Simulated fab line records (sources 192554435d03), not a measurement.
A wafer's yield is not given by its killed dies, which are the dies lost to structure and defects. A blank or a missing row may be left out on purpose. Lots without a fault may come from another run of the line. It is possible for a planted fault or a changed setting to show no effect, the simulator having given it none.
A struck lot beside a sound one | flow n5 finfet | 19 out of 1938 route steps
Sound: the wafers L621.3, L621.4, L621.6. The struck wafers were L639.1, L639.2, L639.6. The cause is given at the end.
At each step with rows: each side's tool, then ch and its chambers, then its first start. Under that, the readings that differ: sound wafers | struck wafers | difference of the means | sigmas: that difference in standard deviations of wafers without a fault.
alike: a reading whose means differ by less than 2 such deviations, as well as words and numbers matching on both sides. not compared: withheld readings; readings where some wafer has no value; bounds like >300 that might hide an equal value; numbers whose values overlap and for which the record gives no deviation.
Wherever a step has rows on one side only, a row that says differs or no value, or a row with sigmas, the two part there. Non-overlapping numbers with no deviation appear without sigmas and do not part them. A reading that every wafer of one side lacks parts them only if that side has two wafers or more.

first, 1 step without rows for these wafers: N5_GATE_CUT_SRD_32 (time 30 s).
N5_GATE_CUT_SAC_CAP_01: material SiNx, target thk 24 nm, pulse time 1 s, ald cycles 480.
  sound on ald sin-01 ch 0,2,3, day 5 10:55; struck on ald sin-02 ch 0,3, day 9 22:20
  alike: heater power w, precursor pulse height rel, susceptor temp C
N5_GATE_CUT_PECVD_57: deposits SiNx from SiH4/NH3/N2, target thk 21 nm.
  sound on pecvd-04 ch 0,1,2, day 5 13:06; struck on pecvd-04 ch 0,1, day 10 00:31
  alike: heater power w, showerhead plenum p Torr, susceptor temp C, throttle valve pct
N5_GATE_CUT_CMP_02: polishes, stops on SiO2, t overpolish 12.7 s, target thk 0 nm.
  sound on cmp-03 ch 1,2,3, day 5 13:15; struck on cmp-01 ch 0,1,2, day 10 00:37
  alike: motor current A, overpolish run s, slurry filter dp kPa, time to endpoint s
N5_GATE_CUT_HM_DEP_46: deposits SiO2 from TEOS/O2, target thk 130 nm, time 26.6 s.
  sound on pecvd-02 ch 0,2, day 5 13:30; struck on pecvd-02 ch 1,2, day 10 00:57
  alike: heater power w, showerhead plenum p Torr, susceptor temp C, throttle valve pct
then, 6 steps without rows for these wafers: N5_GATE_CUT_COAT_34 (time 60 s, resist thk 60 nm); N5_GATE_CUT_COAT_35 (time 60 s, resist thk 10 nm); N5_GATE_CUT_COAT_27 (time 60 s, resist thk 10 nm); N5_GATE_CUT_COAT_07 (resist thk 30 nm); N5_GATE_CUT_EBR_09; N5_GATE_CUT_SOFTBAKE_08 (time 60 s).
N5_GATE_CUT_EXPOSE_10: exposes mask GATE CUT, target cd 20 nm.
  sound on euv scanner-01 ch 0, day 5 13:43; struck on euv scanner-01 ch 0, day 10 01:09
  reading                          | sound | struck      | difference | sigmas
  model.GATE_CUT.overlay x nm (nm) | 0 0 0 | 6.2 6.2 6.2 | +6.2       |
  alike: mask, reticle temp C
then, 2 steps without rows for these wafers: N5_GATE_CUT_PEB_11 (peb time 60 s); N5_GATE_CUT_DEVELOP_12 (develop time 30 s).
N5_GATE_CUT_CD_MEAS_13: target cd 20 nm.
  sound on cd sem-01 ch 0, day 5 13:50; struck on cd sem-03 ch 0, day 10 01:17
  alike: cd nm
N5_GATE_CUT_OVL_MEAS_14:
  sound on overlay-02 ch 0, day 5 13:53; struck on overlay-01 ch 0, day 10 01:19
  reading           | sound        | struck      | difference | sigmas
  GATE_CUT_OVL (nm) | 0.0 -0.3 0.3 | 5.6 4.9 5.6 | +5.4       | +8
N5_GATE_CUT_INSPECT_15: inspects for defects (brightfield).
  sound on defect inspect-01, day 5 13:56; struck on defect inspect-02, day 10 01:22
  alike: raw defect count
-- here the record skips 4 days between the struck wafers' starts before and after, leaving off in module GATE_CUT and picking up in module BEOL_M4 (first step shown: number 1111 of the route) --
N5_BEOL_M4_RC_MEAS_101:
  sound on prober-01 ch 0, day 9 02:23; struck on prober-02 ch 0, day 13 19:26
  alike: DIBL_N, DIBL_P, IOFF_N, IOFF_P, ION_N, ION_P, SS_N, SS_P, VT_N, VT_P
-- a jump in the record: the struck wafers' starts before and after are 5 days apart (it breaks off in module BEOL_M4 and resumes in module PASSIVATION, where the first step shown is number 1936 of the route) --
N5_PASSIVATION_PROBE_49:
  sound on prober-02, day 13 13:58; struck on prober-02, day 18 11:50
  alike: defect limited yield, killed_at_M0_to_M3, killed_at_M4_up, killed at contacts, killed at front end, killed at other, killed dies, killed on rim, killed open, killed short, sort_bin_5_function, sort_bin_6_memory, sort n pass, sort yield pct

== WHERE THEY PART ==
Only at N5_GATE_CUT_OVL_MEAS_14, within this record. Later steps at which nothing parts them and some readings are alike: N5_GATE_CUT_INSPECT_15, N5_BEOL_M4_RC_MEAS_101, N5_PASSIVATION_PROBE_49.

WHY: whatever the simulator had introduced
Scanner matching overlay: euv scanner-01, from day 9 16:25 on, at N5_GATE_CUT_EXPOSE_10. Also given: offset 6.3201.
